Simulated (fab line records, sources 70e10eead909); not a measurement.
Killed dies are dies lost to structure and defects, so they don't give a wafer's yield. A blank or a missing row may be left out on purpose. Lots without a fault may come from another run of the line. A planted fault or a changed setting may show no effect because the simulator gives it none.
Which tool did it? | flow nand_harc | 12 lots, 36 wafers sampled, at 6 steps of a route of 1159

WHAT THE GAUGES READ, wafer by wafer
NHARC_P_GATE_CD_MEAS_11: target cd 1640 nm. Usual: cd_nm 1640.4 nm, standard deviation 1.5.
lot  | measured    | on        | cd_nm (nm)           | flag
L858 | day 5 03:21 | cd_sem-01 | 1640.7 1642.6 1640.9 |
L860 | day 5 03:31 | cd_sem-01 | - - -                | OFF
L862 | day 5 14:56 | cd_sem-02 | 1639.7 1642.4 1642.3 |
L864 | day 6 07:05 | cd_sem-03 | 1639.5 1639.4 1639.3 |
L870 | day 7 17:59 | cd_sem-01 | 1640.6 1640.1 1639.6 |
L871 | day 8 03:28 | cd_sem-02 | 1639.8 1638.1 1639.6 |
L872 | day 8 03:37 | cd_sem-01 | 1642.2 1640.7 1644.0 |
L873 | day 8 14:54 | cd_sem-02 | 1640.7 1640.9 1637.7 |
L874 | day 8 20:31 | cd_sem-01 | 1641.3 1641.9 1642.3 |
L875 | day 9 05:12 | cd_sem-03 | 1640.2 1639.8 1638.9 |
L876 | day 9 05:22 | cd_sem-02 | 1640.1 1639.2 1638.8 |
L878 | day 9 21:24 | cd_sem-01 | 1642.5 1641.6 1638.5 |

NHARC_END_SORT_01. Usual: killed_at_array 29, standard deviation 11; killed_at_other 0.7, standard deviation 1.1; killed_at_periphery 2.9, standard deviation 2.2; killed_dies 33, standard deviation 11; killed_open 3.1, standard deviation 1.8; killed_short 1.9, standard deviation 1.4.
lot  | measured     | on        | killed_at_array | killed_at_other | killed_at_periphery | killed_dies | killed_open | killed_short | flag
L858 | day 20 14:42 | prober-02 | 25 20 29        | 0 0 0           | 4 3 3               | 29 23 32    | 5 5 5       | 3 1 3        |
L860 | day 20 09:37 | prober-01 | 35 36 43        | 0 1 0           | 642 640 634         | 677 677 677 | 4 4 5       | 0 2 2        | OFF
L862 | day 21 09:58 | prober-02 | 15 17 14        | 0 0 0           | 3 9 7               | 18 26 21    | 2 3 3       | 0 2 1        |
L864 | day 21 17:44 | prober-02 | 25 23 29        | 1 0 0           | 0 3 4               | 26 26 33    | 2 1 3       | 3 0 1        |
L870 | day 22 17:25 | prober-01 | 44 49 33        | 1 3 7           | 4 0 3               | 49 52 43    | 5 2 3       | 1 2 1        |
L871 | day 23 07:44 | prober-01 | 43 46 51        | 1 0 0           | 2 0 3               | 46 46 54    | 4 1 4       | 0 1 2        |
L872 | day 23 06:09 | prober-02 | 20 25 15        | 2 1 1           | 3 2 0               | 25 28 16    | 1 3 2       | 5 1 4        |
L873 | day 23 15:29 | prober-01 | 41 35 32        | 0 1 1           | 6 2 3               | 47 38 36    | 2 3 3       | 2 2 3        |
L874 | day 24 04:02 | prober-01 | 47 48 47        | 0 0 1           | 0 3 0               | 47 51 48    | 4 3 1       | 1 5 5        |
L875 | day 24 11:01 | prober-01 | 40 51 47        | 1 0 0           | 6 3 3               | 47 54 50    | 5 5 2       | 3 4 3        |
L876 | day 24 04:02 | prober-02 | 29 22 18        | 0 0 0           | 2 6 1               | 31 28 19    | 4 4 1       | 0 1 0        |
L878 | day 24 17:16 | prober-02 | 34 31 26        | 2 2 6           | 0 0 1               | 36 33 33    | 3 0 2       | 2 3 1        |

WHICH TOOL RAN EACH LOT (tool, then ch and the chambers of the sampled wafers, then the start)
lot  | NHARC_P_ZERO_WELL_DESCUM_39       | NHARC_P_STI_CMP_21           | NHARC_P_GATE_EXPOSE_08           | NHARC_P_GATE_STRIP_108
L858 | rie_diel-03 ch 0,1,2, day 2 10:20 | cmp-04 ch 1,2,3, day 4 10:43 | krf_scanner-04 ch 0, day 5 03:12 | rie_diel-06 ch 1,3, day 5 19:22
L860 | rie_diel-07 ch 0,1, day 2 22:10   | cmp-03 ch 0,3, day 4 10:49   | krf_scanner-01 ch 0, day 5 03:22 | rie_diel-11 ch 0,1,3, day 5 18:09
L862 | rie_diel-03 ch 0,2, day 3 10:16   | cmp-01 ch 1,2,3, day 4 21:47 | krf_scanner-01 ch 0, day 5 14:47 | rie_diel-11 ch 1,2,3, day 6 07:37
L864 | rie_diel-03 ch 0,1,2, day 3 22:36 | cmp-03 ch 0,1,3, day 5 18:05 | krf_scanner-02 ch 0, day 6 06:56 | rie_diel-06 ch 1,2,3, day 6 21:34
L870 | rie_diel-03 ch 0,2,3, day 5 10:20 | cmp-03 ch 0,1,2, day 6 23:31 | krf_scanner-01 ch 0, day 7 17:50 | rie_diel-11 ch 0,1,3, day 8 15:04
L871 | rie_diel-05 ch 0,1,3, day 5 16:17 | cmp-04 ch 0,3, day 7 08:17   | krf_scanner-01 ch 0, day 8 03:19 | rie_diel-06 ch 0,2, day 8 19:32
L872 | rie_diel-07 ch 0,2,3, day 5 22:08 | cmp-01 ch 0,2,3, day 7 08:17 | krf_scanner-02 ch 0, day 8 03:28 | rie_diel-09 ch 1,2,3, day 8 19:41
L873 | rie_diel-07 ch 1,2,3, day 6 04:19 | cmp-01 ch 0,1, day 7 20:44   | krf_scanner-02 ch 0, day 8 14:45 | rie_diel-11 ch 0,3, day 9 06:45
L874 | rie_diel-05 ch 0,3, day 6 10:16   | cmp-01 ch 0,2, day 8 03:29   | krf_scanner-02 ch 0, day 8 20:22 | rie_diel-11 ch 0,1,3, day 9 11:05
L875 | rie_diel-07 ch 0,2,3, day 6 16:20 | cmp-01 ch 0,2,3, day 8 10:10 | krf_scanner-02 ch 0, day 9 05:02 | rie_diel-06 ch 0,2,3, day 9 19:47
L876 | rie_diel-03 ch 0,1,3, day 6 22:23 | cmp-04 ch 0,3, day 8 10:11   | krf_scanner-01 ch 0, day 9 05:13 | rie_diel-06 ch 2,3, day 9 20:07
L878 | rie_diel-03 ch 1,2,3, day 7 10:17 | cmp-01 ch 0,2,3, day 9 01:56 | krf_scanner-01 ch 0, day 9 21:14 | rie_diel-06 ch 0,1,3, day 10 12:09
- NHARC_P_ZERO_WELL_DESCUM_39: chemistry O2, time 3 s.
- NHARC_P_STI_CMP_21: polishes, t overpolish 20 s, target thk 380.67 nm.
- NHARC_P_GATE_EXPOSE_08: exposes mask P HV.
- NHARC_P_GATE_STRIP_108: strips in O2.

WHAT THE TOOLS THEMSELVES READ (means of the sampled wafers that have a number; where no wafer has one, the mark that the record gives instead)
NHARC_P_ZERO_WELL_DESCUM_39. Usual: drypump_motor_current_A 5.6 A, standard deviation 0.38; oes_product_au 1.000 a.u., standard deviation 0.012; rf_vpp_V 57.7 V, standard deviation 0.87; showerhead_plenum_p_Torr 1.90 Torr, standard deviation 0.071; throttle_valve_pct 11.311 %, standard deviation 0.0083.
lot  | tool        | drypump_motor_current_A (A) | oes_product_au (a.u.) | rf_vpp_V (V) | showerhead_plenum_p_Torr (Torr) | throttle_valve_pct (%) | flag
L858 | rie_diel-03 | 6.0                         | 0.983                 | 58.0         | 1.91                            | 11.299                 |
L860 | rie_diel-07 | 6.0                         | 1.001                 | 57.0         | 1.86                            | 11.306                 |
L862 | rie_diel-03 | 6.0                         | 0.997                 | 57.3         | 1.86                            | 11.313                 |
L864 | rie_diel-03 | 6.0                         | 0.998                 | 58.1         | 1.91                            | 11.310                 |
L870 | rie_diel-03 | 5.8                         | 1.006                 | 58.0         | 1.93                            | 11.307                 |
L871 | rie_diel-05 | 5.5                         | 1.001                 | 58.0         | 1.86                            | 11.314                 |
L872 | rie_diel-07 | 5.4                         | 0.994                 | 57.6         | 1.89                            | 11.316                 |
L873 | rie_diel-07 | 5.4                         | 1.005                 | 57.5         | 1.87                            | 11.303                 |
L874 | rie_diel-05 | 5.7                         | 0.988                 | 57.3         | 1.88                            | 11.314                 |
L875 | rie_diel-07 | 5.4                         | 0.995                 | 58.6         | 1.89                            | 11.317                 |
L876 | rie_diel-03 | 5.8                         | 1.006                 | 58.1         | 1.97                            | 11.315                 |
L878 | rie_diel-03 | 5.9                         | 1.006                 | 58.0         | 1.95                            | 11.311                 |

NHARC_P_STI_CMP_21. Usual: motor_current_A 12.0 A, standard deviation 1.1; overpolish_run_s 20.000 s, standard deviation 0.0096.
lot  | tool   | motor_current_A (A) | overpolish_run_s (s) | flag
L858 | cmp-04 | 11.2                | 19.997               |
L860 | cmp-03 | 12.5                | 20.003               |
L862 | cmp-01 | 12.2                | 19.993               |
L864 | cmp-03 | 13.2                | 20.004               |
L870 | cmp-03 | 13.1                | 20.000               |
L871 | cmp-04 | 11.5                | 20.004               |
L872 | cmp-01 | 12.2                | 19.994               |
L873 | cmp-01 | 11.6                | 20.010               |
L874 | cmp-01 | 12.7                | 20.002               |
L875 | cmp-01 | 12.5                | 19.994               |
L876 | cmp-04 | 11.3                | 19.998               |
L878 | cmp-01 | 11.9                | 19.994               |

NHARC_P_GATE_STRIP_108. Usual: drypump_motor_current_A 5.7 A, standard deviation 0.48; oes_product_au 0.996 a.u., standard deviation 0.0084; rf_vpp_V 57.7 V, standard deviation 0.9; showerhead_plenum_p_Torr 3.52 Torr, standard deviation 0.17; throttle_valve_pct 17.037 %, standard deviation 0.0094.
lot  | tool        | drypump_motor_current_A (A) | oes_product_au (a.u.) | rf_vpp_V (V) | showerhead_plenum_p_Torr (Torr) | throttle_valve_pct (%) | flag
L858 | rie_diel-06 | 6.1                         | 1.001                 | 57.7         | 3.54                            | 17.029                 |
L860 | rie_diel-11 | 6.0                         | 0.994                 | 58.2         | 3.44                            | 17.039                 |
L862 | rie_diel-11 | 5.8                         | 1.002                 | 56.7         | 3.44                            | 17.040                 |
L864 | rie_diel-06 | 5.7                         | 0.995                 | 58.8         | 3.62                            | 17.039                 |
L870 | rie_diel-11 | 6.0                         | 0.994                 | 56.9         | 3.43                            | 17.041                 |
L871 | rie_diel-06 | 5.4                         | 0.993                 | 57.3         | 3.45                            | 17.038                 |
L872 | rie_diel-09 | 5.3                         | 1.000                 | 57.8         | 3.53                            | 17.045                 |
L873 | rie_diel-11 | 5.8                         | 0.990                 | 57.0         | 3.70                            | 17.041                 |
L874 | rie_diel-11 | 6.0                         | 0.998                 | 57.6         | 3.61                            | 17.041                 |
L875 | rie_diel-06 | 5.7                         | 0.995                 | 58.2         | 3.52                            | 17.032                 |
L876 | rie_diel-06 | 6.0                         | 0.998                 | 57.6         | 3.59                            | 17.031                 |
L878 | rie_diel-06 | 5.8                         | 0.999                 | 58.0         | 3.45                            | 17.040                 |

THE ANSWER, worked out from the rows above alone
Rule: a lot is off if the mean of its wafers that have a number lies more than 3 standard deviations from the usual mean. A lot without any number at a reading at which 4 lots or more have one is off too. The other lots that the step has rows for count as sound. The gauges are gone through in route order, then the tools' own readings, and for those a lot's mean is taken as printed above. The first step at which some lot is off is used, and at that step the reading that is off furthest; a lot without a number counts as furthest.
Off: L860, at NHARC_P_GATE_CD_MEAS_11 (cd_nm). Without a number there: L860.
A tool fits if, at a process step before that reading, it ran every lot that is off, and no sound lot after the first of them. The gauges at NHARC_P_GATE_CD_MEAS_11 aren't tried: what is off there is off at NHARC_END_SORT_01 too, on other tools, and a gauge's error can't cause that. None of those tried fits.

WHAT THE SIMULATOR HAD PUT IN
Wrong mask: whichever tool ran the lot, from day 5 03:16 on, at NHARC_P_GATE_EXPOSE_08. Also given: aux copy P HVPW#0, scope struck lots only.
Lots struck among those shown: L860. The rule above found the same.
